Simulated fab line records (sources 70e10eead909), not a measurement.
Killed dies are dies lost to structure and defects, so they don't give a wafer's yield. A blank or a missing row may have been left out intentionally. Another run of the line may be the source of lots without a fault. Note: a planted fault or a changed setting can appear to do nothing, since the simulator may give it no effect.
Which tool is to blame?	flow nand_harc	21 lots, 63 wafers sampled, at 6 steps of a route of 1159

WHAT THE GAUGES READ, wafer by wafer
Not one reading of a measure or inspect step in the record can be checked against a usual standard deviation.

TOOL THAT RAN EACH LOT (tool first, then ch and the chambers of the sampled wafers, then the start)
lot	NHARC_A_STAIRCASE_ETCH_170	NHARC_A_STAIRCASE_ETCH_197	NHARC_A_STAIRCASE_TRIM_200	NHARC_A_STAIRCASE_TRIM_233	NHARC_A_STAIRCASE_TRIM_235	NHARC_A_STAIRCASE_ETCH_236
L074	rie_diel-12 ch 2,3, no start	rie_diel-07 ch 0,1,3, no start	rie_diel-07 ch 1,2,3, no start	rie_diel-12 ch 0,1, no start	rie_diel-12 ch 1,2,3, no start	rie_diel-12 ch 0,2,3, no start
L076	rie_diel-11 ch 1,2, no start	rie_diel-12 ch 1,2,3, no start	rie_diel-12 ch 0,1, no start	rie_diel-07 ch 1,2,3, no start	rie_diel-07 ch 1,3, no start	rie_diel-07 ch 1,2,3, no start
L075	rie_diel-07 ch 0,1,2, no start	rie_diel-11 ch 0,1,2, no start	rie_diel-11 ch 0,1,3, no start	rie_diel-11 ch 0,1,3, no start	rie_diel-11 ch 0,1,2, no start	rie_diel-11 ch 1,3, no start
L077	rie_diel-11 ch 0,3, no start	rie_diel-11 ch 1,2, no start	rie_diel-11 ch 0,1, no start	rie_diel-07 ch 1,2, no start	rie_diel-07 ch 0,3, no start	rie_diel-07 ch 0,1, no start
L078	rie_diel-07 ch 1,3, no start	rie_diel-12 ch 1,3, no start	rie_diel-12 ch 2,3, no start	rie_diel-07 ch 0,1,3, no start	rie_diel-07 ch 0,1,3, no start	rie_diel-07 ch 0,2, no start
L079	rie_diel-11 ch 0,1,2, no start	rie_diel-11 ch 0,2,3, no start	rie_diel-11 ch 0,2,3, no start	rie_diel-12 ch 1,2,3, no start	rie_diel-12 ch 1,2,3, no start	rie_diel-12 ch 0,1,2, no start
L082	rie_diel-11 ch 0,1,3, no start	rie_diel-12 ch 0,1, no start	rie_diel-12 ch 0,2,3, no start	rie_diel-12 ch 0,1,3, no start	rie_diel-12 ch 0,3, no start	rie_diel-12 ch 0,3, no start
L080	rie_diel-11 ch 1,2,3, no start	rie_diel-07 ch 1,2,3, no start	rie_diel-07 ch 0,1,2, no start	rie_diel-11 ch 0,1,3, no start	rie_diel-11 ch 0,1,2, no start	rie_diel-11 ch 0,1, no start
L083	rie_diel-12 ch 0,1, no start	rie_diel-12 ch 0,1,2, no start	rie_diel-12 ch 0,2,3, no start	rie_diel-12 ch 0,1,2, no start	rie_diel-12 ch 0,2, no start	rie_diel-12 ch 0,1,2, no start
L081	rie_diel-12 ch 0,1,3, no start	rie_diel-07 ch 1,2,3, no start	rie_diel-07 ch 0,3, no start	rie_diel-07 ch 0,3, no start	rie_diel-07 ch 1,2,3, no start	rie_diel-07 ch 2,3, no start
L086	rie_diel-11 ch 0,1,2, no start	rie_diel-12 ch 0,2,3, no start	rie_diel-12 ch 0,1,3, no start	rie_diel-12 ch 0,1,3, no start	rie_diel-12 ch 1,2,3, no start	rie_diel-12 ch 0,1,2, no start
L087	rie_diel-11 ch 0,1,2, no start	rie_diel-07 ch 0,1,3, no start	rie_diel-07 ch 1,2, no start	rie_diel-12 ch 1,3, no start	rie_diel-12 ch 2,3, no start	rie_diel-12 ch 2,3, no start
L085	rie_diel-11 ch 0,1,2, no start	rie_diel-12 ch 0,1,3, no start	rie_diel-12 ch 0,2, no start	rie_diel-07 ch 1,3, no start	rie_diel-07 ch 1,2,3, no start	rie_diel-07 ch 0,2, no start
L088	rie_diel-12 ch 1,2, no start	rie_diel-11 ch 0,1,3, no start	rie_diel-11 ch 0,3, no start	rie_diel-12 ch 0,1,2, no start	rie_diel-12 ch 0,1,3, no start	rie_diel-12 ch 1,2,3, no start
L091	rie_diel-12 ch 0,1,3, no start	rie_diel-07 ch 0,2, no start	rie_diel-07 ch 1,3, no start	rie_diel-12 ch 1,2,3, no start	rie_diel-12 ch 2,3, no start	rie_diel-12 ch 1,2,3, no start
L094	rie_diel-12 ch 0,1, no start	rie_diel-11 ch 0,1, no start	rie_diel-11 ch 0,1, no start	rie_diel-07 ch 0,1,3, no start	rie_diel-07 ch 0,2,3, no start	rie_diel-07 ch 0,1,2, no start
L092	rie_diel-07 ch 0,1,3, no start	rie_diel-07 ch 0,1, no start	rie_diel-07 ch 1,2, no start	rie_diel-12 ch 0,2, no start	rie_diel-12 ch 0,2,3, no start	rie_diel-12 ch 0,3, no start
L095	rie_diel-12 ch 0,2,3, no start	rie_diel-07 ch 0,1,3, no start	rie_diel-07 ch 0,1,3, no start	rie_diel-07 ch 0,1,3, no start	rie_diel-07 ch 0,1,3, no start	rie_diel-07 ch 0,2,3, no start
L093	rie_diel-12 ch 2,3, no start	rie_diel-07 ch 0,1,3, no start	rie_diel-07 ch 0,3, no start	rie_diel-07 ch 0,1,2, no start	rie_diel-07 ch 0,1,2, no start	rie_diel-07 ch 0,1,2, no start
L096	rie_diel-07 ch 0,1,2, no start	rie_diel-07 ch 1,2, no start	rie_diel-07 ch 0,1,2, no start	rie_diel-11 ch 0,3, no start	rie_diel-11 ch 0,3, no start	rie_diel-11 ch 0,1,2, no start
L097	rie_diel-07 ch 0,2, no start	rie_diel-07 ch 0,1,2, no start	rie_diel-07 ch 0,1, no start	rie_diel-07 ch 1,2, no start	rie_diel-07 ch 0,2,3, no start	rie_diel-07 ch 1,2, no start
- NHARC_A_STAIRCASE_ETCH_170: etches the open film in C4F6/O2, target depth 200 nm, time 66.667 s.
- NHARC_A_STAIRCASE_ETCH_197: etches the open film in C4F8/O2, target depth 100 nm, time 40.5 s.
- NHARC_A_STAIRCASE_TRIM_200: chemistry O2, time 211.2 s.
- NHARC_A_STAIRCASE_TRIM_233: chemistry O2, time 211.2 s.
- NHARC_A_STAIRCASE_TRIM_235: chemistry O2, time 211.2 s.
- NHARC_A_STAIRCASE_ETCH_236: etches the open film in C4F8/O2, target depth 100 nm, time 40.5 s.

AS READ BY THE TOOLS THEMSELVES (means over the sampled wafers that have a number; for cases with no such wafer, the mark the record gives instead)
NHARC_A_STAIRCASE_ETCH_170.
lot	tool	drypump_motor_current_A (A)	o2_flow_sccm (sccm)	oes_product_au (a.u.)	rf_vpp_V (V)	showerhead_plenum_p_Torr (Torr)	throttle_valve_pct (%)
L074	rie_diel-12	6.1	19.99	0.963	550	4.10	26.895
L076	rie_diel-11	5.5	20.00	0.972	545	3.82	26.906
L075	rie_diel-07	5.9	20.00	0.983	547	3.92	26.897
L077	rie_diel-11	6.3	19.99	0.973	549	4.01	26.903
L078	rie_diel-07	5.3	20.03	0.975	551	4.07	26.895
L079	rie_diel-11	5.6	19.97	0.976	546	3.91	26.901
L082	rie_diel-11	6.0	19.96	0.987	550	4.03	26.904
L080	rie_diel-11	5.9	20.06	0.961	547	3.93	26.895
L083	rie_diel-12	5.8	20.01	0.992	548	3.98	26.904
L081	rie_diel-12	5.9	20.04	0.969	548	3.98	26.905
L086	rie_diel-11	5.6	20.02	0.979	547	3.90	26.901
L087	rie_diel-11	5.6	20.04	0.979	546	3.90	26.914
L085	rie_diel-11	5.6	19.99	0.973	546	3.90	26.898
L088	rie_diel-12	6.0	20.00	0.975	550	4.06	26.903
L091	rie_diel-12	5.9	19.98	0.962	548	3.97	26.899
L094	rie_diel-12	5.8	19.91	0.972	547	3.93	26.906
L092	rie_diel-07	5.7	19.96	0.973	546	3.92	26.910
L095	rie_diel-12	6.0	20.00	0.938	548	4.00	26.895
L093	rie_diel-12	6.1	20.00	0.975	549	4.04	26.900
L096	rie_diel-07	5.8	19.97	0.958	545	3.89	26.903
L097	rie_diel-07	6.4	19.97	0.953	546	3.87	26.900

NHARC_A_STAIRCASE_ETCH_197.
lot	tool	oes_product_au (a.u.)	rf_vpp_V (V)
L074	rie_diel-07	0.948	896
L076	rie_diel-12	0.951	901
L075	rie_diel-11	0.970	895
L077	rie_diel-11	0.969	893
L078	rie_diel-12	0.928	900
L079	rie_diel-11	0.970	895
L082	rie_diel-12	0.981	898
L080	rie_diel-07	0.950	900
L083	rie_diel-12	0.945	899
L081	rie_diel-07	0.967	899
L086	rie_diel-12	0.965	899
L087	rie_diel-07	0.953	897
L085	rie_diel-12	0.937	898
L088	rie_diel-11	0.944	899
L091	rie_diel-07	0.961	894
L094	rie_diel-11	0.960	900
L092	rie_diel-07	0.930	891
L095	rie_diel-07	0.942	895
L093	rie_diel-07	0.927	895
L096	rie_diel-07	0.974	898
L097	rie_diel-07	0.971	894

NHARC_A_STAIRCASE_TRIM_200.
lot	tool	drypump_motor_current_A (A)	o2_flow_sccm (sccm)	oes_product_au (a.u.)	rf_vpp_V (V)	showerhead_plenum_p_Torr (Torr)	throttle_valve_pct (%)
L074	rie_diel-07	5.4	498.8	1.010	58.2	3.64	17.040
L076	rie_diel-12	5.8	500.0	1.006	58.5	3.55	17.035
L075	rie_diel-11	6.0	499.5	0.995	58.6	3.63	17.028
L077	rie_diel-11	5.6	499.7	0.991	58.4	3.65	17.032
L078	rie_diel-12	6.1	499.6	1.004	57.6	3.65	17.045
L079	rie_diel-11	6.0	499.5	1.005	58.4	3.50	17.031
L082	rie_diel-12	6.0	500.1	1.018	57.4	3.61	17.044
L080	rie_diel-07	5.8	500.7	1.001	57.2	3.51	17.046
L083	rie_diel-12	6.0	498.7	1.005	58.2	3.61	17.033
L081	rie_diel-07	6.3	501.2	1.000	57.7	3.53	17.034
L086	rie_diel-12	5.9	501.6	1.002	57.9	3.58	17.031
L087	rie_diel-07	5.2	500.6	0.999	58.2	3.51	17.038
L085	rie_diel-12	5.9	499.6	1.003	57.5	3.56	17.038
L088	rie_diel-11	6.3	500.9	1.006	59.1	3.59	17.030
L091	rie_diel-07	5.0	499.6	0.996	56.6	3.53	17.040
L094	rie_diel-11	5.7	501.2	0.999	58.0	3.60	17.047
L092	rie_diel-07	5.5	501.1	1.013	58.5	3.59	17.041
L095	rie_diel-07	5.6	500.7	1.006	57.8	3.52	17.040
L093	rie_diel-07	6.0	499.9	1.000	59.0	3.63	17.040
L096	rie_diel-07	5.8	500.3	1.015	57.8	3.49	17.046
L097	rie_diel-07	6.0	498.4	1.007	56.8	3.40	17.036

NHARC_A_STAIRCASE_TRIM_233.
lot	tool	drypump_motor_current_A (A)	o2_flow_sccm (sccm)	oes_product_au (a.u.)	rf_vpp_V (V)	showerhead_plenum_p_Torr (Torr)	throttle_valve_pct (%)
L074	rie_diel-12	5.8	500.3	1.005	57.6	3.60	17.040
L076	rie_diel-07	5.4	500.7	1.009	57.9	3.63	17.038
L075	rie_diel-11	6.0	499.8	1.006	57.3	3.63	17.037
L077	rie_diel-07	5.6	499.8	1.016	57.8	3.61	17.047
L078	rie_diel-07	5.7	499.8	0.997	57.5	3.54	17.036
L079	rie_diel-12	6.0	500.1	0.996	57.5	3.65	17.038
L082	rie_diel-12	5.9	500.6	1.001	57.7	3.58	17.037
L080	rie_diel-11	6.0	500.6	1.006	57.4	3.62	17.035
L083	rie_diel-12	5.9	499.9	0.996	57.9	3.61	17.034
L081	rie_diel-07	6.3	501.2	0.998	58.1	3.53	17.038
L086	rie_diel-12	5.9	500.3	1.003	58.5	3.57	17.043
L087	rie_diel-12	5.9	499.1	1.001	57.5	3.62	17.037
L085	rie_diel-07	5.1	499.0	1.007	58.6	3.53	17.033
L088	rie_diel-12	5.9	499.7	1.007	58.4	3.60	17.039
L091	rie_diel-12	6.0	500.1	0.998	56.8	3.64	17.038
L094	rie_diel-07	5.7	499.8	0.991	57.6	3.52	17.032
L092	rie_diel-12	6.0	500.8	0.996	58.0	3.62	17.041
L095	rie_diel-07	5.7	499.1	1.003	58.2	3.52	17.034
L093	rie_diel-07	5.8	500.7	1.006	57.5	3.49	17.032
L096	rie_diel-11	6.1	499.8	1.019	57.6	3.57	17.033
L097	rie_diel-07	5.2	501.0	1.004	58.0	3.49	17.032

NHARC_A_STAIRCASE_TRIM_235.
lot	tool	drypump_motor_current_A (A)	o2_flow_sccm (sccm)	oes_product_au (a.u.)	rf_vpp_V (V)	showerhead_plenum_p_Torr (Torr)	throttle_valve_pct (%)
L074	rie_diel-12	6.0	500.2	1.007	57.9	3.66	17.041
L076	rie_diel-07	5.3	499.9	1.000	58.4	3.66	17.042
L075	rie_diel-11	5.6	500.5	1.007	58.6	3.52	17.041
L077	rie_diel-07	6.3	500.2	0.998	57.5	3.54	17.034
L078	rie_diel-07	5.6	498.6	1.000	56.9	3.54	17.043
L079	rie_diel-12	6.0	499.4	0.996	57.1	3.65	17.038
L082	rie_diel-12	5.9	500.1	1.007	58.4	3.58	17.032
L080	rie_diel-11	5.6	500.8	1.000	56.8	3.51	17.037
L083	rie_diel-12	5.9	498.5	1.007	58.1	3.57	17.046
L081	rie_diel-07	5.4	499.4	1.004	58.8	3.62	17.032
L086	rie_diel-12	6.0	500.3	1.003	58.1	3.64	17.037
L087	rie_diel-12	6.1	500.0	1.006	58.4	3.64	17.037
L085	rie_diel-07	5.4	500.0	1.000	58.6	3.62	17.036
L088	rie_diel-12	5.9	499.2	1.007	57.6	3.57	17.042
L091	rie_diel-12	6.1	500.1	1.004	58.0	3.64	17.021
L094	rie_diel-07	6.1	498.6	1.000	57.5	3.61	17.030
L092	rie_diel-12	6.0	500.1	1.008	57.5	3.59	17.038
L095	rie_diel-07	5.7	499.6	1.001	58.3	3.52	17.031
L093	rie_diel-07	5.8	498.8	1.008	57.6	3.49	17.039
L096	rie_diel-11	6.1	501.6	1.015	58.1	3.57	17.039
L097	rie_diel-07	6.1	497.7	0.999	57.9	3.60	17.034

NHARC_A_STAIRCASE_ETCH_236.
lot	tool	oes_product_au (a.u.)	rf_vpp_V (V)
L074	rie_diel-12	0.956	900
L076	rie_diel-07	0.952	901
L075	rie_diel-11	0.937	901
L077	rie_diel-07	0.941	892
L078	rie_diel-07	0.932	895
L079	rie_diel-12	0.948	899
L082	rie_diel-12	0.950	896
L080	rie_diel-11	0.934	900
L083	rie_diel-12	0.943	898
L081	rie_diel-07	0.939	903
L086	rie_diel-12	0.937	898
L087	rie_diel-12	0.936	901
L085	rie_diel-07	0.941	895
L088	rie_diel-12	0.952	900
L091	rie_diel-12	0.938	900
L094	rie_diel-07	0.950	896
L092	rie_diel-12	0.945	898
L095	rie_diel-07	0.939	898
L093	rie_diel-07	0.939	894
L096	rie_diel-11	0.953	901
L097	rie_diel-07	0.963	895

THE ANSWER, worked out from the rows above alone
Rule: usual is defined by the lots themselves. The widest of any qualifying gaps counts: lots, ordered by their means at a reading, are off when they make up no more than a third of the lots, leave a main group of 4 or more, and stand apart from it by 3 or more times the standard deviation of that group's means. A main group whose means are all the same, to the digits that the tables above print for the reading, isn't used. Also off: a lot with no number at a reading for which 4 or more lots have one. Where the step has rows for the other lots, those lots are counted as sound. The gauges are gone through in route order, then the tools' own readings, and for those a lot's mean is taken as printed above. At the first step where some lot is off, the reading lying furthest off is the one used; lots without a number count as furthest.
None of the lots is off at any reading shown; this tells nothing.

WHAT WAS PUT IN BY THE SIMULATOR
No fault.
